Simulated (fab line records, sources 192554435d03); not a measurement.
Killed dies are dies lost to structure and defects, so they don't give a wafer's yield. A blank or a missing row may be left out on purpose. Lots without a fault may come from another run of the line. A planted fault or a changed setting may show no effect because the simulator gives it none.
Split-lot experiment | flow n5_finfet | 7 lots, 39 wafers read, on a route of 1938 steps

THE SPLIT
At N5_FIN_SAQP_HM_DEP_72 (deposits SiO2 from SiH4/N2O, target thk 12 nm, time 7.2 s), the setting time_s was moved away from the recipe's 7.2 s on 12 of the 39 wafers read, by -42.1% to +24.4%. The other wafers ran this setting at the recipe's value.

FROM THE SPLIT TO THE READING: what the file shows between them, 4 steps
- N5_FIN_SAQP_COAT_49: time 60 s, resist thk 100 nm
- N5_FIN_SAQP_COAT_50: time 60 s, resist thk 35 nm
- N5_FIN_SAQP_ETCH_52: etches SOC in N2/H2, target depth 100 nm, overetch 20 nm, time 150 s
- N5_FIN_SAQP_STRIP_53: strips in N2/H2

THE READING
etch.depth_nm (the simulator's own value, which no gauge read), in nm, at N5_FIN_SAQP_HM_OPEN_73 (chemistry CHF3/O2, target SiO2, stops on a-Si, target depth 12 nm, time 16.8 s). The file gives no usual value for it. The 27 wafers here that ran the recipe average 12.024 nm, standard deviation 0.17 nm.

wafer  | tool, chamber at the split | time_s as run, s | against the recipe | etch.depth_nm, nm | against lot-mates on the recipe
L077.1 | pecvd-01, 0                | 7.2              | recipe             | 12.07             | -
L077.2 | pecvd-01, 1                | 8.958            | +24.4%             | 15.08             | +2.880
L077.3 | pecvd-01, 0                | 8.958            | +24.4%             | 15.16             | +2.960
L077.4 | pecvd-01, 1                | 8.958            | +24.4%             | 15.24             | +3.040
L077.5 | pecvd-01, 1                | 7.2              | recipe             | 12.17             | -
L077.6 | pecvd-01, 0                | 7.2              | recipe             | 12.36             | -
L082.1 | pecvd-04, 2,1              | 7.2              | recipe             | 11.66             | -
L082.2 | pecvd-04, 2,1              | 7.2              | recipe             | 11.66             | -
L082.3 | pecvd-04, 0                | 5.986            | -16.9%             | 9.871             | -1.942
L082.4 | pecvd-04, 1                | 5.986            | -16.9%             | 9.847             | -1.966
L082.5 | pecvd-04, 2                | 5.986            | -16.9%             | 9.834             | -1.979
L082.6 | pecvd-04, 0                | 7.2              | recipe             | 12.12             | -
L083.1 | pecvd-01, 1                | 4.166            | -42.1%             | 7.065             | -5.018
L083.2 | pecvd-01, 2                | 4.166            | -42.1%             | 7.049             | -5.034
L083.3 | pecvd-01, 0                | 4.166            | -42.1%             | 6.914             | -5.169
L083.4 | pecvd-01, 0                | 7.2              | recipe             | 12.06             | -
L083.5 | pecvd-01, 1                | 7.2              | recipe             | 12.14             | -
L083.6 | pecvd-01, 2                | 7.2              | recipe             | 12.05             | -
L087.1 | pecvd-01, 0                | 7.2              | recipe             | 11.99             | -
L087.2 | pecvd-01, 1                | 7.2              | recipe             | 12.08             | -
L087.3 | pecvd-01, 1                | 7.2              | recipe             | 12.14             | -
L087.4 | pecvd-01, 0                | 7.2              | recipe             | 12.06             | -
L087.5 | pecvd-01, 0                | 7.2              | recipe             | 12.12             | -
L087.6 | pecvd-01, 1                | 7.2              | recipe             | 12.13             | -
L088.1 | pecvd-01, 1                | 5.002            | -30.5%             | 8.389             | -3.714
L088.2 | pecvd-01, 2                | 5.002            | -30.5%             | 8.305             | -3.798
L088.3 | pecvd-01, 0                | 7.2              | recipe             | 11.92             | -
L088.4 | pecvd-01, 1                | 5.002            | -30.5%             | 8.396             | -3.707
L088.5 | pecvd-01, 2                | 7.2              | recipe             | 12.23             | -
L088.6 | pecvd-01, 0                | 7.2              | recipe             | 12.16             | -
L094.1 | pecvd-03, 1                | 7.2              | recipe             | 11.88             | -
L094.4 | pecvd-03, 2                | 7.2              | recipe             | 11.98             | -
L094.5 | pecvd-03, 1                | 7.2              | recipe             | 12.07             | -
L096.1 | pecvd-01, 0                | 7.2              | recipe             | 11.86             | -
L096.2 | pecvd-01, 2                | 7.2              | recipe             | 11.67             | -
L096.3 | pecvd-01, 1                | 7.2              | recipe             | 11.88             | -
L096.4 | pecvd-01, 2                | 7.2              | recipe             | 12.16             | -
L096.5 | pecvd-01, 1                | 7.2              | recipe             | 11.99             | -
L096.6 | pecvd-01, 0                | 7.2              | recipe             | 12.05             | -
Where a row lists several chambers, the file gives one row for several wafers and doesn't say which wafer went through which chamber.

THE FIT
A straight line over all 39 wafers: etch.depth_nm changes by +0.122 nm for each +1% of time_s; r = +1.00; the points scatter about the line by 0.16 nm.
The same after taking each lot's own level away (the mean of its wafers on the recipe; 39 wafers): +0.121 nm for each +1%; r = +1.00; scatter 0.11 nm.
On that fit, the largest move of time_s shifts the reading by 5.1 nm.
The lots' own levels span 11.8133 to 12.2000 nm, that is 2.3 times the standard deviation above.
So the lot-to-lot level changes the slope little: the two slopes agree.
Check: with one of the wafers moved furthest among these (-42.1%) left out of the fit, the line predicts -5.1 nm for it against its lot-mates. It came out at -5.02 nm against them.

OTHER SPLITS ON THESE WAFERS
These wafers also went through other splits before the reading. Each is held against what the fit with the lots' levels taken away leaves over:
other split on the same wafers          | wafers away from the commonest value | r with etch.depth_nm (lot level and that fit taken away)
N5_ZERO_LAYER_DEVELOP_10 develop_time_s | 18                                   | +0.14

THE WHOLE CHAIN: every reading that the file lists as answering this split, in the file's order
step                   | what it does                                                                   | reading                                                                            | change (the file's fit)               | r (the file's)
N5_FIN_SAQP_HM_DEP_72  | deposits SiO2 from SiH4/N2O, target thk 12 nm, time 7.2 s                      | SiO2_of_FIN_SAQP_HM_DEP_72.thk_nm (the simulator's own value, which no gauge read) | +0.121 nm for each +1% of the setting | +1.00
N5_FIN_SAQP_HM_OPEN_73 | chemistry CHF3/O2, target SiO2, stops on a-Si, target depth 12 nm, time 16.8 s | etch.depth_nm (the simulator's own value, which no gauge read)                     | +0.121 nm for each +1% of the setting | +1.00

THE FILE'S OWN FIT
etch.depth_nm changes by +0.121 nm for each +1% of time_s, r = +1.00.
